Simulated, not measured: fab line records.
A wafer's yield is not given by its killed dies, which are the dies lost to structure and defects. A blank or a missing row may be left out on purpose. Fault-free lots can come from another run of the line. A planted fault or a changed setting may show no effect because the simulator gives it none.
The tool behind it: which one? -- flow nandHarc -- 36 wafers from 12 lots sampled at 5 of the route's 1159 steps

## WHAT THE GAUGES READ, wafer by wafer
NHARC_END_SORT_01.
lot,measured,on,killedAtArray,killedAtOther,killedAtPeriphery,killedDies,killedOpen,killedShort
L998,day 22 00:26,prober-02,43 30 31,0 2 0,1 2 3,44 34 34,3 0 4,1 1 0

## WHAT TOOL EACH LOT RAN ON (gives the tool, then ch and the chambers of the sampled wafers, and finally the start)
lot,NHARC_A_STAIRCASE_STRIP_476,NHARC_A_STAIRCASE_DEP_151,NHARC_A_STAIRCASE_DEP_322,NHARC_A_STAIRCASE_STRIP_475
L990,"rieDiel-02 ch 1,2,3, day 12 16:17","pecvd-02 ch 0,2, day 13 07:08","pecvd-01 ch 0,1,2, day 13 16:17","rieDiel-07 ch 0,1,2, day 14 11:22"
L989,"rieDiel-02 ch 0,1,2, day 12 22:36","pecvd-01 ch 1,2, day 13 13:22","pecvd-02 ch 0,1, day 13 20:20","rieDiel-07 ch 2,3, day 14 17:58"
L992,"rieDiel-07 ch 1,3, day 13 03:44","pecvd-02 ch 0,1, day 13 13:20","pecvd-03 ch 0,1,2, day 13 20:20","rieDiel-07 ch 0,2,3, day 14 18:02"
L994,"rieDiel-07 ch 0,2, day 13 09:52","pecvd-02 ch 0,2, day 13 21:59","pecvd-03 ch 0,1, day 14 05:56","rieDiel-07 ch 1,2,3, day 15 06:30"
L995,"rieDiel-02 ch 1,2, day 14 06:06","pecvd-01 ch 0,1,2, day 14 17:58","pecvd-01 ch 0,1,2, day 15 03:05","rieDiel-02 ch 0,1,2, day 15 22:43"
L997,"rieDiel-08 ch 0,1, day 14 12:43","pecvd-01 ch 1,2, day 15 03:46","pecvd-01 ch 1,2, day 15 13:11","rieDiel-08 ch 2,3, day 16 11:59"
L998,"rieDiel-08 ch 0,1,3, day 14 13:13","pecvd-03 ch 0,2, day 15 03:37","pecvd-03 ch 0,2, day 15 13:17","rieDiel-07 ch 0,2,3, day 16 11:50"
L999,"rieDiel-08 ch 0,1,2, day 15 00:54","pecvd-01 ch 0,2, day 15 15:31","pecvd-01 ch 1,2, day 15 23:25","rieDiel-08 ch 0,2,3, day 17 00:43"
L106,"rieDiel-02 ch 0,1,2, day 16 13:18","pecvd-01 ch 0,1, day 17 01:24","pecvd-03 ch 0,1, day 17 09:10","rieDiel-02 ch 1,3, day 18 04:14"
L108,"rieDiel-07 ch 2,3, day 17 02:12","pecvd-02 ch 1,2, day 17 11:47","pecvd-01 ch 0,1, day 17 19:17","rieDiel-08 ch 0,2,3, day 18 21:53"
L110,"rieDiel-08 ch 0,1, day 17 02:22","pecvd-03 ch 0,1, day 17 11:47","pecvd-03 ch 1,2, day 17 19:11","rieDiel-07 ch 0,2, day 18 21:39"
L109,"rieDiel-08 ch 1,2,3, day 17 08:32","pecvd-01 ch 0,1,2, day 17 22:11","pecvd-02 ch 0,2, day 18 09:44","rieDiel-07 ch 0,1,2, day 19 09:50"
- NHARC_A_STAIRCASE_STRIP_476: strips in O2, time 20 s.
- NHARC_A_STAIRCASE_DEP_151: deposits SiO2, target thk 3800 nm.
- NHARC_A_STAIRCASE_DEP_322: deposits SiO2, target thk 3800 nm.
- NHARC_A_STAIRCASE_STRIP_475: strips in O2, time 20 s.

## AS READ BY THE TOOLS THEMSELVES (means over the sampled wafers that have a number; for cases with no such wafer, the mark the record gives instead)
NHARC_A_STAIRCASE_STRIP_476.
lot,tool,chamberPressureMTorr (mTorr),drypumpMotorCurrentA (A),oesProductAu (a.u.),rfVppV (V),showerheadPlenumPTorr (Torr),throttleValvePct (%)
L990,rieDiel-02,60.04,5.7,0.995,57.8,3.50,17.040
L989,rieDiel-02,60.03,5.8,0.998,58.1,3.66,17.038
L992,rieDiel-07,59.99,5.1,0.993,57.1,3.49,17.036
L994,rieDiel-07,59.97,4.9,0.996,58.2,3.72,17.033
L995,rieDiel-02,59.98,6.0,0.992,57.5,3.58,17.027
L997,rieDiel-08,60.03,6.1,1.006,57.9,3.63,17.034
L998,rieDiel-08,59.97,6.2,1.012,57.8,3.62,17.045
L999,rieDiel-08,59.99,6.3,1.003,58.2,3.52,17.040
L106,rieDiel-02,60.02,5.8,0.993,57.2,3.64,17.039
L108,rieDiel-07,59.95,5.6,1.005,57.9,3.38,17.033
L110,rieDiel-08,60.06,6.3,1.007,58.0,3.61,17.038
L109,rieDiel-08,60.06,6.4,1.005,57.9,3.50,17.042

NHARC_A_STAIRCASE_DEP_151.
lot,tool,heaterPowerW (W)
L990,pecvd-02,699
L989,pecvd-01,718
L992,pecvd-02,695
L994,pecvd-02,732
L995,pecvd-01,688
L997,pecvd-01,742
L998,pecvd-03,636
L999,pecvd-01,679
L106,pecvd-01,630
L108,pecvd-02,711
L110,pecvd-03,641
L109,pecvd-01,703

NHARC_A_STAIRCASE_DEP_322.
lot,tool,heaterPowerW (W)
L990,pecvd-01,685
L989,pecvd-02,728
L992,pecvd-03,610
L994,pecvd-03,635
L995,pecvd-01,664
L997,pecvd-01,733
L998,pecvd-03,625
L999,pecvd-01,680
L106,pecvd-03,646
L108,pecvd-01,675
L110,pecvd-03,629
L109,pecvd-02,729

NHARC_A_STAIRCASE_STRIP_475.
lot,tool,chamberPressureMTorr (mTorr),drypumpMotorCurrentA (A),oesProductAu (a.u.),rfVppV (V),showerheadPlenumPTorr (Torr),throttleValvePct (%)
L990,rieDiel-07,59.96,4.9,0.992,57.5,3.64,17.042
L989,rieDiel-07,60.03,5.3,0.996,57.3,3.47,17.041
L992,rieDiel-07,59.97,5.2,1.001,58.0,3.55,17.041
L994,rieDiel-07,60.00,5.2,0.998,57.3,3.47,17.045
L995,rieDiel-02,-,-,-,-,-,-
L997,rieDiel-08,60.02,6.4,1.009,57.0,3.51,17.040
L998,rieDiel-07,-,-,-,-,-,-
L999,rieDiel-08,59.99,6.2,0.999,56.6,3.51,17.036
L106,rieDiel-02,60.01,5.3,0.993,57.6,3.66,17.034
L108,rieDiel-08,59.95,6.2,1.006,57.9,3.50,17.039
L110,rieDiel-07,60.03,4.9,1.000,57.9,3.69,17.040
L109,rieDiel-07,60.04,4.8,1.006,57.1,3.61,17.039

## THE ANSWER, worked out from the rows above alone
Rule: the lots themselves supply what counts as usual. Put in order of their means at a reading, lots are off if they are a third of the lots or fewer, leave a main group of 4 or more, and stand apart from it by a gap of 3 or more times the standard deviation of the main group's means; of several such gaps the widest counts. The tables above print the reading to a certain number of digits; a main group whose means all agree to those digits is not used. Also off: a lot with no number at a reading for which 4 or more lots have one. Any other lot the step has rows for is counted as sound. The gauges are gone through in route order, then the tools' own readings, and for those a lot's mean is taken as printed above. The first step at which some lot is off is used, and at that step the reading that is off furthest; a lot without a number counts as furthest.
Off at NHARC_A_STAIRCASE_STRIP_475 (chamberPressureMTorr): L995, L998. Without a number there: L995, L998. Main group: mean 60.00 mTorr, sd 0.03.
A tool fits if, at that step or a process step before it, it ran every lot that is off, and no sound lot after the first of them. Not one of the candidates tried fits.

## WHAT HAD BEEN PUT IN BY THE SIMULATOR
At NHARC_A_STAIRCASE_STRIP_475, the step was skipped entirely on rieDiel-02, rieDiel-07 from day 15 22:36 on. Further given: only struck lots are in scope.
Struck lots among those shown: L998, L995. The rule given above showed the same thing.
